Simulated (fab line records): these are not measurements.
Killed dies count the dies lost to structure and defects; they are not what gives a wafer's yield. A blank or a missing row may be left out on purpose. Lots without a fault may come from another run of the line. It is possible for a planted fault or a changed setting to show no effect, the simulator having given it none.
The tool behind it: which one? :: flow nandHarc :: Sampling: 24 lots, 72 wafers, 4 of 1159 route steps

== WHAT THE GAUGES READ, wafer by wafer ==
NHARC_A_M1_OVL_MEAS_10: pitch 240 nm.
lot: L077
measured: day 18 01:17
on: overlay-02
overlayXNm (nm): -0.2 -0.6 -1.0
overlayYNm (nm): 0.6 0.2 -0.1

lot: L074
measured: day 18 08:08
on: overlay-02
overlayXNm (nm): -1.6 -1.1 -1.3
overlayYNm (nm): 0.6 0.1 -0.2

lot: L075
measured: day 18 08:50
on: overlay-01
overlayXNm (nm): -0.6 -1.1 -0.7
overlayYNm (nm): -0.1 0.0 0.1

lot: L079
measured: day 18 09:01
on: overlay-02
overlayXNm (nm): 0.4 0.1 0.6
overlayYNm (nm): -3.3 -2.8 -3.1

lot: L076
measured: day 18 09:46
on: overlay-01
overlayXNm (nm): -0.4 -0.6 -0.8
overlayYNm (nm): 1.0 1.0 0.4

lot: L078
measured: day 18 10:24
on: overlay-01
overlayXNm (nm): 0.3 0.1 -0.2
overlayYNm (nm): 0.0 0.3 0.5

lot: L080
measured: day 19 00:01
on: overlay-01
overlayXNm (nm): -1.3 -1.3 -1.4
overlayYNm (nm): 0.7 0.6 0.7

lot: L081
measured: day 19 08:50
on: overlay-01
overlayXNm (nm): 0.0 -0.7 0.1
overlayYNm (nm): 1.3 0.5 0.5

lot: L083
measured: day 19 10:01
on: overlay-01
overlayXNm (nm): 0.8 0.6 0.8
overlayYNm (nm): -1.1 -0.4 -0.4

lot: L082
measured: day 19 11:05
on: overlay-01
overlayXNm (nm): -2.3 -1.3 -1.7
overlayYNm (nm): -2.8 -2.9 -2.1

lot: L085
measured: day 20 02:46
on: overlay-01
overlayXNm (nm): -0.2 -0.8 0.2
overlayYNm (nm): 0.7 0.5 -0.2

lot: L084
measured: day 20 03:33
on: overlay-01
overlayXNm (nm): -0.2 -0.6 -0.3
overlayYNm (nm): 0.5 0.2 -0.5

lot: L087
measured: day 20 12:35
on: overlay-01
overlayXNm (nm): 1.3 1.5 1.4
overlayYNm (nm): 0.7 0.8 -0.1

lot: L086
measured: day 20 17:46
on: overlay-01
overlayXNm (nm): 0.7 0.3 0.7
overlayYNm (nm): 2.5 2.5 2.3

lot: L090
measured: day 21 09:46
on: overlay-01
overlayXNm (nm): 1.1 0.8 0.1
overlayYNm (nm): -1.5 -1.9 -1.7

lot: L089
measured: day 21 12:28
on: overlay-01
overlayXNm (nm): 0.1 0.3 0.4
overlayYNm (nm): 0.9 0.9 1.4

lot: L088
measured: day 21 19:06
on: overlay-01
overlayXNm (nm): -0.9 -1.4 -1.0
overlayYNm (nm): -0.5 -1.0 -0.4

lot: L091
measured: day 22 00:15
on: overlay-01
overlayXNm (nm): 0.5 0.8 0.4
overlayYNm (nm): 0.2 -0.1 0.1

lot: L093
measured: day 22 06:29
on: overlay-02
overlayXNm (nm): -0.8 -0.8 -1.1
overlayYNm (nm): -0.3 0.6 0.4

lot: L092
measured: day 22 07:27
on: overlay-01
overlayXNm (nm): -1.6 -0.9 -1.1
overlayYNm (nm): 1.1 0.9 0.5

lot: L094
measured: day 22 23:17
on: overlay-02
overlayXNm (nm): 0.8 1.3 0.1
overlayYNm (nm): 0.4 0.3 0.8

lot: L096
measured: day 22 23:53
on: overlay-02
overlayXNm (nm): -0.1 0.4 0.8
overlayYNm (nm): -0.6 -0.1 0.1

lot: L095
measured: day 23 02:07
on: overlay-01
overlayXNm (nm): -0.6 -0.1 -0.5
overlayYNm (nm): 0.8 1.0 1.4

lot: L097
measured: day 23 05:01
on: overlay-01
overlayXNm (nm): 0.3 -0.1 0.2
overlayYNm (nm): 1.4 1.4 1.1

== WHAT TOOL EACH LOT RAN ON (gives the tool, then ch and the chambers of the sampled wafers, and finally the start) ==
lot: L077
NHARC_A_M0_ETCH_34: rieDiel-03 ch 0,3, day 17 21:23
NHARC_A_M0_STRIP_18: rieDiel-10 ch 0,2,3, day 17 21:45
NHARC_A_M0_PVD_21: pvdSputter-01, day 18 01:17 or earlier

lot: L074
NHARC_A_M0_ETCH_34: rieDiel-05 ch 1,3, day 18 04:11
NHARC_A_M0_STRIP_18: rieDiel-10 ch 0,1,3, day 18 04:30
NHARC_A_M0_PVD_21: pvdSputter-02, day 18 08:08 or earlier

lot: L075
NHARC_A_M0_ETCH_34: rieDiel-03 ch 0,1,2, day 18 04:39
NHARC_A_M0_STRIP_18: rieDiel-05 ch 0,3, day 18 04:58
NHARC_A_M0_PVD_21: pvdSputter-03, day 18 08:50 or earlier

lot: L079
NHARC_A_M0_ETCH_34: rieDiel-10 ch 0,2,3, day 18 05:04
NHARC_A_M0_STRIP_18: rieDiel-03 ch 1,2, day 18 05:23
NHARC_A_M0_PVD_21: pvdSputter-01, day 18 09:01 or earlier

lot: L076
NHARC_A_M0_ETCH_34: rieDiel-03 ch 0,1, day 18 05:56
NHARC_A_M0_STRIP_18: rieDiel-03 ch 0,1, day 18 06:14
NHARC_A_M0_PVD_21: pvdSputter-03, day 18 09:46 or earlier

lot: L078
NHARC_A_M0_ETCH_34: rieDiel-05 ch 0,3, day 18 06:14
NHARC_A_M0_STRIP_18: rieDiel-03 ch 0,1, day 18 06:47
NHARC_A_M0_PVD_21: pvdSputter-03, day 18 10:24 or earlier

lot: L080
NHARC_A_M0_ETCH_34: rieDiel-05 ch 0,2, day 18 20:02
NHARC_A_M0_STRIP_18: rieDiel-03 ch 1,2,3, day 18 20:19
NHARC_A_M0_PVD_21: pvdSputter-02, day 19 00:01 or earlier

lot: L081
NHARC_A_M0_ETCH_34: rieDiel-10 ch 1,2,3, day 19 04:55
NHARC_A_M0_STRIP_18: rieDiel-10 ch 1,2,3, day 19 05:14
NHARC_A_M0_PVD_21: pvdSputter-03, day 19 08:50 or earlier

lot: L083
NHARC_A_M0_ETCH_34: rieDiel-05 ch 0,1,3, day 19 05:44
NHARC_A_M0_STRIP_18: rieDiel-03 ch 0,3, day 19 06:02
NHARC_A_M0_PVD_21: pvdSputter-02, day 19 10:01 or earlier

lot: L082
NHARC_A_M0_ETCH_34: rieDiel-10 ch 1,2,3, day 19 07:13
NHARC_A_M0_STRIP_18: rieDiel-05 ch 0,1,3, day 19 07:34
NHARC_A_M0_PVD_21: pvdSputter-01, day 19 11:05 or earlier

lot: L085
NHARC_A_M0_ETCH_34: rieDiel-10 ch 0,1,2, day 19 23:00
NHARC_A_M0_STRIP_18: rieDiel-03 ch 1,2,3, day 19 23:17
NHARC_A_M0_PVD_21: pvdSputter-02, day 20 02:46 or earlier

lot: L084
NHARC_A_M0_ETCH_34: rieDiel-05 ch 0,1,2, day 19 23:40
NHARC_A_M0_STRIP_18: rieDiel-10 ch 0,1,2, day 19 23:57
NHARC_A_M0_PVD_21: pvdSputter-03, day 20 03:33 or earlier

lot: L087
NHARC_A_M0_ETCH_34: rieDiel-05 ch 0,2,3, day 20 08:32
NHARC_A_M0_STRIP_18: rieDiel-05 ch 0,1,3, day 20 08:52
NHARC_A_M0_PVD_21: pvdSputter-01, day 20 12:35 or earlier

lot: L086
NHARC_A_M0_ETCH_34: rieDiel-05 ch 0,3, day 20 13:56
NHARC_A_M0_STRIP_18: rieDiel-03 ch 1,2,3, day 20 14:16
NHARC_A_M0_PVD_21: pvdSputter-02, day 20 17:46 or earlier

lot: L090
NHARC_A_M0_ETCH_34: rieDiel-05 ch 2,3, day 21 05:58
NHARC_A_M0_STRIP_18: rieDiel-10 ch 1,3, day 21 06:17
NHARC_A_M0_PVD_21: pvdSputter-03, day 21 09:46 or earlier

lot: L089
NHARC_A_M0_ETCH_34: rieDiel-05 ch 0,3, day 21 08:33
NHARC_A_M0_STRIP_18: rieDiel-10 ch 1,3, day 21 08:50
NHARC_A_M0_PVD_21: pvdSputter-02, day 21 12:28 or earlier

lot: L088
NHARC_A_M0_ETCH_34: rieDiel-05 ch 1,3, day 21 15:14
NHARC_A_M0_STRIP_18: rieDiel-10 ch 1,3, day 21 15:33
NHARC_A_M0_PVD_21: pvdSputter-03, day 21 19:06 or earlier

lot: L091
NHARC_A_M0_ETCH_34: rieDiel-05 ch 0,1, day 21 20:08
NHARC_A_M0_STRIP_18: rieDiel-03 ch 2,3, day 21 20:25
NHARC_A_M0_PVD_21: pvdSputter-01, day 22 00:15 or earlier

lot: L093
NHARC_A_M0_ETCH_34: rieDiel-03 ch 1,2,3, day 22 02:16
NHARC_A_M0_STRIP_18: rieDiel-05 ch 0,2,3, day 22 02:35
NHARC_A_M0_PVD_21: pvdSputter-01, day 22 06:29 or earlier

lot: L092
NHARC_A_M0_ETCH_34: rieDiel-10 ch 1,2,3, day 22 03:35
NHARC_A_M0_STRIP_18: rieDiel-03 ch 0,1, day 22 03:53
NHARC_A_M0_PVD_21: pvdSputter-02, day 22 07:27 or earlier

lot: L094
NHARC_A_M0_ETCH_34: rieDiel-10 ch 1,2, day 22 19:18
NHARC_A_M0_STRIP_18: rieDiel-10 ch 0,1,2, day 22 19:37
NHARC_A_M0_PVD_21: pvdSputter-03, day 22 23:17 or earlier

lot: L096
NHARC_A_M0_ETCH_34: rieDiel-10 ch 0,1, day 22 19:56
NHARC_A_M0_STRIP_18: rieDiel-10 ch 0,1,2, day 22 20:19
NHARC_A_M0_PVD_21: pvdSputter-01, day 22 23:53 or earlier

lot: L095
NHARC_A_M0_ETCH_34: rieDiel-03 ch 0,1,3, day 22 22:11
NHARC_A_M0_STRIP_18: rieDiel-10 ch 1,2, day 22 22:32
NHARC_A_M0_PVD_21: pvdSputter-01, day 23 02:07 or earlier

lot: L097
NHARC_A_M0_ETCH_34: rieDiel-10 ch 1,2,3, day 23 01:08
NHARC_A_M0_STRIP_18: rieDiel-05 ch 1,2, day 23 01:25
NHARC_A_M0_PVD_21: pvdSputter-02, day 23 05:01 or earlier
- NHARC_A_M0_ETCH_34: etches the open film in N2/H2, target depth 40 nm, overetch 12 nm, time 43.94 s.
- NHARC_A_M0_STRIP_18: strips in N2/H2.
- NHARC_A_M0_PVD_21: deposits Cu, target thk 30 nm, time 20.49 s.

== AS READ BY THE TOOLS THEMSELVES (means over the sampled wafers that have a number; for cases with no such wafer, the mark the record gives instead) ==
NHARC_A_M0_ETCH_34.
lot: L077
tool: rieDiel-03
drypumpMotorCurrentA (A): 5.6
mfcArSccm (sccm): 0.029
oesProductAu (a.u.): 1.005
rfVppV (V): 429.2
showerheadPlenumPTorr (Torr): 2.01
throttleValvePct (%): 14.171

lot: L074
tool: rieDiel-05
drypumpMotorCurrentA (A): 6.1
mfcArSccm (sccm): 0.004
oesProductAu (a.u.): 0.995
rfVppV (V): 427.9
showerheadPlenumPTorr (Torr): 1.93
throttleValvePct (%): 14.170

lot: L075
tool: rieDiel-03
drypumpMotorCurrentA (A): 5.4
mfcArSccm (sccm): 0.002
oesProductAu (a.u.): 0.994
rfVppV (V): 428.0
showerheadPlenumPTorr (Torr): 1.96
throttleValvePct (%): 14.177

lot: L079
tool: rieDiel-10
drypumpMotorCurrentA (A): 5.9
mfcArSccm (sccm): 0.000
oesProductAu (a.u.): 1.012
rfVppV (V): 430.0
showerheadPlenumPTorr (Torr): 2.04
throttleValvePct (%): 14.180

lot: L076
tool: rieDiel-03
drypumpMotorCurrentA (A): 5.7
mfcArSccm (sccm): 0.000
oesProductAu (a.u.): 1.012
rfVppV (V): 428.0
showerheadPlenumPTorr (Torr): 1.96
throttleValvePct (%): 14.168

lot: L078
tool: rieDiel-05
drypumpMotorCurrentA (A): 5.8
mfcArSccm (sccm): 0.026
oesProductAu (a.u.): 1.003
rfVppV (V): 431.4
showerheadPlenumPTorr (Torr): 2.07
throttleValvePct (%): 14.164

lot: L080
tool: rieDiel-05
drypumpMotorCurrentA (A): 5.6
mfcArSccm (sccm): 0.024
oesProductAu (a.u.): 1.010
rfVppV (V): 432.3
showerheadPlenumPTorr (Torr): 2.09
throttleValvePct (%): 14.156

lot: L081
tool: rieDiel-10
drypumpMotorCurrentA (A): 5.8
mfcArSccm (sccm): 0.000
oesProductAu (a.u.): 1.001
rfVppV (V): 432.0
showerheadPlenumPTorr (Torr): 2.09
throttleValvePct (%): 14.174

lot: L083
tool: rieDiel-05
drypumpMotorCurrentA (A): 5.8
mfcArSccm (sccm): 0.014
oesProductAu (a.u.): 1.003
rfVppV (V): 429.4
showerheadPlenumPTorr (Torr): 2.02
throttleValvePct (%): 14.176

lot: L082
tool: rieDiel-10
drypumpMotorCurrentA (A): 5.8
mfcArSccm (sccm): 0.000
oesProductAu (a.u.): 0.999
rfVppV (V): 431.8
showerheadPlenumPTorr (Torr): 2.09
throttleValvePct (%): 14.179

lot: L085
tool: rieDiel-10
drypumpMotorCurrentA (A): 5.5
mfcArSccm (sccm): 0.000
oesProductAu (a.u.): 1.008
rfVppV (V): 431.1
showerheadPlenumPTorr (Torr): 2.08
throttleValvePct (%): 14.172

lot: L084
tool: rieDiel-05
drypumpMotorCurrentA (A): 5.7
mfcArSccm (sccm): 0.012
oesProductAu (a.u.): 1.008
rfVppV (V): 430.1
showerheadPlenumPTorr (Torr): 2.04
throttleValvePct (%): 14.166

lot: L087
tool: rieDiel-05
drypumpMotorCurrentA (A): 5.9
mfcArSccm (sccm): 0.014
oesProductAu (a.u.): 1.005
rfVppV (V): 429.3
showerheadPlenumPTorr (Torr): 2.00
throttleValvePct (%): 14.164

lot: L086
tool: rieDiel-05
drypumpMotorCurrentA (A): 6.1
mfcArSccm (sccm): 0.016
oesProductAu (a.u.): 1.005
rfVppV (V): 429.3
showerheadPlenumPTorr (Torr): 1.99
throttleValvePct (%): 14.182

lot: L090
tool: rieDiel-05
drypumpMotorCurrentA (A): 6.0
mfcArSccm (sccm): 0.003
oesProductAu (a.u.): 1.000
rfVppV (V): 427.3
showerheadPlenumPTorr (Torr): 1.93
throttleValvePct (%): 14.173

lot: L089
tool: rieDiel-05
drypumpMotorCurrentA (A): 5.8
mfcArSccm (sccm): 0.026
oesProductAu (a.u.): 1.006
rfVppV (V): 431.6
showerheadPlenumPTorr (Torr): 2.07
throttleValvePct (%): 14.169

lot: L088
tool: rieDiel-05
drypumpMotorCurrentA (A): 6.2
mfcArSccm (sccm): 0.004
oesProductAu (a.u.): 1.004
rfVppV (V): 427.4
showerheadPlenumPTorr (Torr): 1.93
throttleValvePct (%): 14.177

lot: L091
tool: rieDiel-05
drypumpMotorCurrentA (A): 5.6
mfcArSccm (sccm): 0.012
oesProductAu (a.u.): 1.000
rfVppV (V): 430.6
showerheadPlenumPTorr (Torr): 2.05
throttleValvePct (%): 14.167

lot: L093
tool: rieDiel-03
drypumpMotorCurrentA (A): 5.5
mfcArSccm (sccm): 0.017
oesProductAu (a.u.): 1.002
rfVppV (V): 427.6
showerheadPlenumPTorr (Torr): 1.93
throttleValvePct (%): 14.168

lot: L092
tool: rieDiel-10
drypumpMotorCurrentA (A): 5.8
mfcArSccm (sccm): 0.000
oesProductAu (a.u.): 1.001
rfVppV (V): 431.4
showerheadPlenumPTorr (Torr): 2.08
throttleValvePct (%): 14.171

lot: L094
tool: rieDiel-10
drypumpMotorCurrentA (A): 5.4
mfcArSccm (sccm): 0.000
oesProductAu (a.u.): 0.993
rfVppV (V): 432.6
showerheadPlenumPTorr (Torr): 2.13
throttleValvePct (%): 14.179

lot: L096
tool: rieDiel-10
drypumpMotorCurrentA (A): 5.3
mfcArSccm (sccm): 0.000
oesProductAu (a.u.): 1.009
rfVppV (V): 431.8
showerheadPlenumPTorr (Torr): 2.06
throttleValvePct (%): 14.166

lot: L095
tool: rieDiel-03
drypumpMotorCurrentA (A): 5.6
mfcArSccm (sccm): 0.015
oesProductAu (a.u.): 1.015
rfVppV (V): 428.7
showerheadPlenumPTorr (Torr): 1.98
throttleValvePct (%): 14.173

lot: L097
tool: rieDiel-10
drypumpMotorCurrentA (A): 5.8
mfcArSccm (sccm): 0.000
oesProductAu (a.u.): 0.998
rfVppV (V): 431.9
showerheadPlenumPTorr (Torr): 2.08
throttleValvePct (%): 14.169

NHARC_A_M0_STRIP_18.
lot: L077
tool: rieDiel-10
drypumpMotorCurrentA (A): 5.8
mfcArSccm (sccm): 0.000
oesProductAu (a.u.): 1.005
rfVppV (V): 91.5
showerheadPlenumPTorr (Torr): 2.04
throttleValvePct (%): 14.168

lot: L074
tool: rieDiel-10
drypumpMotorCurrentA (A): 5.6
mfcArSccm (sccm): 0.000
oesProductAu (a.u.): 1.008
rfVppV (V): 90.6
showerheadPlenumPTorr (Torr): 2.08
throttleValvePct (%): 14.173

lot: L075
tool: rieDiel-05
drypumpMotorCurrentA (A): 6.1
mfcArSccm (sccm): 0.016
oesProductAu (a.u.): 1.006
rfVppV (V): 89.8
showerheadPlenumPTorr (Torr): 1.99
throttleValvePct (%): 14.173

lot: L079
tool: rieDiel-03
drypumpMotorCurrentA (A): 5.3
mfcArSccm (sccm): 0.005
oesProductAu (a.u.): 0.999
rfVppV (V): 88.9
showerheadPlenumPTorr (Torr): 1.90
throttleValvePct (%): 14.173

lot: L076
tool: rieDiel-03
drypumpMotorCurrentA (A): 5.5
mfcArSccm (sccm): 0.000
oesProductAu (a.u.): 1.005
rfVppV (V): 90.7
showerheadPlenumPTorr (Torr): 2.01
throttleValvePct (%): 14.176

lot: L078
tool: rieDiel-03
drypumpMotorCurrentA (A): 5.5
mfcArSccm (sccm): 0.000
oesProductAu (a.u.): 1.003
rfVppV (V): 89.9
showerheadPlenumPTorr (Torr): 2.01
throttleValvePct (%): 14.167

lot: L080
tool: rieDiel-03
drypumpMotorCurrentA (A): 5.5
mfcArSccm (sccm): 0.017
oesProductAu (a.u.): 1.008
rfVppV (V): 90.2
showerheadPlenumPTorr (Torr): 1.93
throttleValvePct (%): 14.169

lot: L081
tool: rieDiel-10
drypumpMotorCurrentA (A): 5.8
mfcArSccm (sccm): 0.000
oesProductAu (a.u.): 1.004
rfVppV (V): 90.0
showerheadPlenumPTorr (Torr): 2.09
throttleValvePct (%): 14.178

lot: L083
tool: rieDiel-03
drypumpMotorCurrentA (A): 5.4
mfcArSccm (sccm): 0.015
oesProductAu (a.u.): 1.008
rfVppV (V): 90.6
showerheadPlenumPTorr (Torr): 2.03
throttleValvePct (%): 14.173

lot: L082
tool: rieDiel-05
drypumpMotorCurrentA (A): 5.8
mfcArSccm (sccm): 0.014
oesProductAu (a.u.): 1.001
rfVppV (V): 90.5
showerheadPlenumPTorr (Torr): 2.02
throttleValvePct (%): 14.166

lot: L085
tool: rieDiel-03
drypumpMotorCurrentA (A): 5.5
mfcArSccm (sccm): 0.017
oesProductAu (a.u.): 1.004
rfVppV (V): 91.0
showerheadPlenumPTorr (Torr): 1.93
throttleValvePct (%): 14.173

lot: L084
tool: rieDiel-10
drypumpMotorCurrentA (A): 5.5
mfcArSccm (sccm): 0.000
oesProductAu (a.u.): 0.996
rfVppV (V): 90.4
showerheadPlenumPTorr (Torr): 2.08
throttleValvePct (%): 14.169

lot: L087
tool: rieDiel-05
drypumpMotorCurrentA (A): 5.8
mfcArSccm (sccm): 0.014
oesProductAu (a.u.): 1.009
rfVppV (V): 90.3
showerheadPlenumPTorr (Torr): 2.02
throttleValvePct (%): 14.172

lot: L086
tool: rieDiel-03
drypumpMotorCurrentA (A): 5.5
mfcArSccm (sccm): 0.017
oesProductAu (a.u.): 1.003
rfVppV (V): 89.2
showerheadPlenumPTorr (Torr): 1.93
throttleValvePct (%): 14.165

lot: L090
tool: rieDiel-10
drypumpMotorCurrentA (A): 5.9
mfcArSccm (sccm): 0.000
oesProductAu (a.u.): 0.992
rfVppV (V): 90.3
showerheadPlenumPTorr (Torr): 2.08
throttleValvePct (%): 14.178

lot: L089
tool: rieDiel-10
drypumpMotorCurrentA (A): 5.9
mfcArSccm (sccm): 0.000
oesProductAu (a.u.): 0.994
rfVppV (V): 91.0
showerheadPlenumPTorr (Torr): 2.08
throttleValvePct (%): 14.173

lot: L088
tool: rieDiel-10
drypumpMotorCurrentA (A): 5.5
mfcArSccm (sccm): 0.000
oesProductAu (a.u.): 1.004
rfVppV (V): 90.8
showerheadPlenumPTorr (Torr): 2.12
throttleValvePct (%): 14.178

lot: L091
tool: rieDiel-03
drypumpMotorCurrentA (A): 5.2
mfcArSccm (sccm): 0.019
oesProductAu (a.u.): 1.000
rfVppV (V): 90.1
showerheadPlenumPTorr (Torr): 1.93
throttleValvePct (%): 14.164

lot: L093
tool: rieDiel-05
drypumpMotorCurrentA (A): 5.9
mfcArSccm (sccm): 0.014
oesProductAu (a.u.): 1.003
rfVppV (V): 90.3
showerheadPlenumPTorr (Torr): 2.00
throttleValvePct (%): 14.168

lot: L092
tool: rieDiel-03
drypumpMotorCurrentA (A): 5.7
mfcArSccm (sccm): 0.000
oesProductAu (a.u.): 0.996
rfVppV (V): 90.9
showerheadPlenumPTorr (Torr): 1.95
throttleValvePct (%): 14.178

lot: L094
tool: rieDiel-10
drypumpMotorCurrentA (A): 5.4
mfcArSccm (sccm): 0.000
oesProductAu (a.u.): 1.012
rfVppV (V): 90.8
showerheadPlenumPTorr (Torr): 2.08
throttleValvePct (%): 14.165

lot: L096
tool: rieDiel-10
drypumpMotorCurrentA (A): 5.5
mfcArSccm (sccm): 0.000
oesProductAu (a.u.): 1.006
rfVppV (V): 91.6
showerheadPlenumPTorr (Torr): 2.08
throttleValvePct (%): 14.169

lot: L095
tool: rieDiel-10
drypumpMotorCurrentA (A): 5.4
mfcArSccm (sccm): 0.000
oesProductAu (a.u.): 0.996
rfVppV (V): 90.7
showerheadPlenumPTorr (Torr): 2.13
throttleValvePct (%): 14.159

lot: L097
tool: rieDiel-05
drypumpMotorCurrentA (A): 5.7
mfcArSccm (sccm): 0.000
oesProductAu (a.u.): 0.995
rfVppV (V): 90.4
showerheadPlenumPTorr (Torr): 1.98
throttleValvePct (%): 14.173

NHARC_A_M0_PVD_21.
lot: L077
tool: pvdSputter-01
throttleValvePct (%): 28.6

lot: L074
tool: pvdSputter-02
throttleValvePct (%): 31.0

lot: L075
tool: pvdSputter-03
throttleValvePct (%): 30.0

lot: L079
tool: pvdSputter-01
throttleValvePct (%): 29.9

lot: L076
tool: pvdSputter-03
throttleValvePct (%): 31.5

lot: L078
tool: pvdSputter-03
throttleValvePct (%): 30.5

lot: L080
tool: pvdSputter-02
throttleValvePct (%): 30.5

lot: L081
tool: pvdSputter-03
throttleValvePct (%): 31.0

lot: L083
tool: pvdSputter-02
throttleValvePct (%): 30.5

lot: L082
tool: pvdSputter-01
throttleValvePct (%): 30.0

lot: L085
tool: pvdSputter-02
throttleValvePct (%): 30.9

lot: L084
tool: pvdSputter-03
throttleValvePct (%): 29.5

lot: L087
tool: pvdSputter-01
throttleValvePct (%): 29.9

lot: L086
tool: pvdSputter-02
throttleValvePct (%): 30.9

lot: L090
tool: pvdSputter-03
throttleValvePct (%): 29.4

lot: L089
tool: pvdSputter-02
throttleValvePct (%): 30.2

lot: L088
tool: pvdSputter-03
throttleValvePct (%): 30.5

lot: L091
tool: pvdSputter-01
throttleValvePct (%): 29.3

lot: L093
tool: pvdSputter-01
throttleValvePct (%): 29.3

lot: L092
tool: pvdSputter-02
throttleValvePct (%): 30.7

lot: L094
tool: pvdSputter-03
throttleValvePct (%): 30.8

lot: L096
tool: pvdSputter-01
throttleValvePct (%): 29.5

lot: L095
tool: pvdSputter-01
throttleValvePct (%): 30.2

lot: L097
tool: pvdSputter-02
throttleValvePct (%): 30.7

== THE ANSWER, worked out from the rows above alone ==
Rule: the lots themselves supply what counts as usual. Put in order of their means at a reading, lots are off if they are a third of the lots or fewer, leave a main group of 4 or more, and stand apart from it by a gap of 3 or more times the standard deviation of the main group's means; of several such gaps the widest counts. A main group is skipped when, at the precision printed for the reading in the tables above, its means are all equal. A lot without any number at a reading at which 4 lots or more have one is off too. Any other lot the step has rows for is counted as sound. First the gauges in route order, then the tools' own readings, where a lot's mean is used as printed above. At the first step where some lot is off, the reading lying furthest off is the one used; lots without a number count as furthest.
No lot is off at any reading shown: from this, nothing can be told.

== WHAT HAD BEEN PUT IN BY THE SIMULATOR ==
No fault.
